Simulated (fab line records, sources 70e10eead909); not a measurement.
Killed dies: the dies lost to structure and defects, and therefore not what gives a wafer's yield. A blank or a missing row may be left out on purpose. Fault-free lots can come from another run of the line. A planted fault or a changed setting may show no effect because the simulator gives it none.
Matching of chambers ; flow nand_harc ; NHARC_A_CHANNEL_FILL_D2_ALD_25 on ald_hk-04 has 4 sister chambers
The step deposits SiOx, target thk 60 nm, pulse time 10 s, ald cycles 600. 8 wafers are shown with their chamber, then 8 later ones without.

WAFERS WITH THEIR CHAMBER
wafer;chamber;heater_power_w (W);susceptor_temp_C (C)
L077.4;3;542;300.15
L082.2;0;532;300.12
L082.4;2;416;300.11
L082.6;0;524;300.06
L084.2;1;501;300.17
L084.3;2;404;300.05
L084.6;1;487;300.30
L093.1;3;541;300.10

WAFERS WITHOUT THEIR CHAMBER
wafer;heater_power_w (W);susceptor_temp_C (C)
L093.2;522;299.90
L093.3;426;299.63
L094.2;489;299.65
L094.4;406;299.84
L094.5;481;299.99
L097.1;495;299.87
L097.2;526;299.73
L097.6;491;300.12

EACH ONE'S CHAMBER
wafer;from the rows above;in truth
L093.2;can't be placed: 0 or 3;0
L093.3;2;2
L094.2;can't be placed: 0 or 1 or 3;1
L094.4;2;2
L094.5;1;1
L097.1;can't be placed: 0 or 1 or 3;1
L097.2;can't be placed: 0 or 3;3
L097.6;1;1
Correctly placed: 4 of 8. Can't be placed from these rows: 4 (the true chamber is among the candidates in 4). Wrongly placed: 0.
How it was worked out, from the rows above alone: a wafer's distance from a chamber is the root of the sum, over the readings, of the square of ((its reading less the chamber's mean) divided by the reading's scatter). If the next closest chamber is less than 2 further off than the closest, the wafer can't be placed; otherwise it belongs to the closest. The mean given for a chamber averages the wafers shown for that chamber. The scatter: the root of (the sum of the squares of (reading less its chamber's mean) over the shown wafers, divided by (wafers less chambers)).
